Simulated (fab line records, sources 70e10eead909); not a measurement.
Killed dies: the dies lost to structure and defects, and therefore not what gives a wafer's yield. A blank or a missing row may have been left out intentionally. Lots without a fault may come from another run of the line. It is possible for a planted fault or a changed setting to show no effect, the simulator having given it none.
Matching of chambers    flow nand harc    4 sister chambers for NHARC_A_WL_FILL_ALD_10 on ald hk-04
The step deposits SiO2, target thk 50 nm, pulse time 10 s, ald cycles 500. 4 wafers are shown with their chamber, then 10 later ones without.

== WAFERS, EACH WITH ITS CHAMBER ==
wafer   chamber  heater power w (W)
L086.2  2        482
L087.2  3        519
L089.2  1        484
L089.4  0        382

== WAFERS WITH NO CHAMBER GIVEN ==
wafer   heater power w (W)
L089.5  472
L090.2  485
L090.4  383
L090.5  485
L095.4  536
L095.2  479
L095.6  477
L097.2  481
L097.4  526
L097.6  530

== THE CHAMBER EACH PASSED THROUGH ==
wafer   from the rows above      in truth
L089.5  can't be placed: 2 or 1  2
L090.2  can't be placed: 1 or 2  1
L090.4  0                        0
L090.5  can't be placed: 1 or 2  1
L095.4  3                        3
L095.2  can't be placed: 2 or 1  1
L095.6  can't be placed: 2 or 1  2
L097.2  can't be placed: 2 or 1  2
L097.4  3                        3
L097.6  3                        3
Placed correctly: 4 of 10. Not placeable from these rows: 6 (in 6, the candidates include the true chamber). Number placed wrongly: 0.
How it was worked out, from the rows above alone: a wafer's distance from a chamber is the root of the sum, over the readings, of the square of ((its reading less the chamber's mean) divided by the reading's scatter). If the next closest chamber is less than 2 further off than the closest, the wafer can't be placed; otherwise it belongs to the closest. A chamber's mean is the mean of its shown wafers. The scatter (one wafer shown for each chamber): square how far every hidden wafer sits from the nearest shown wafer, average those squares and take the square root.
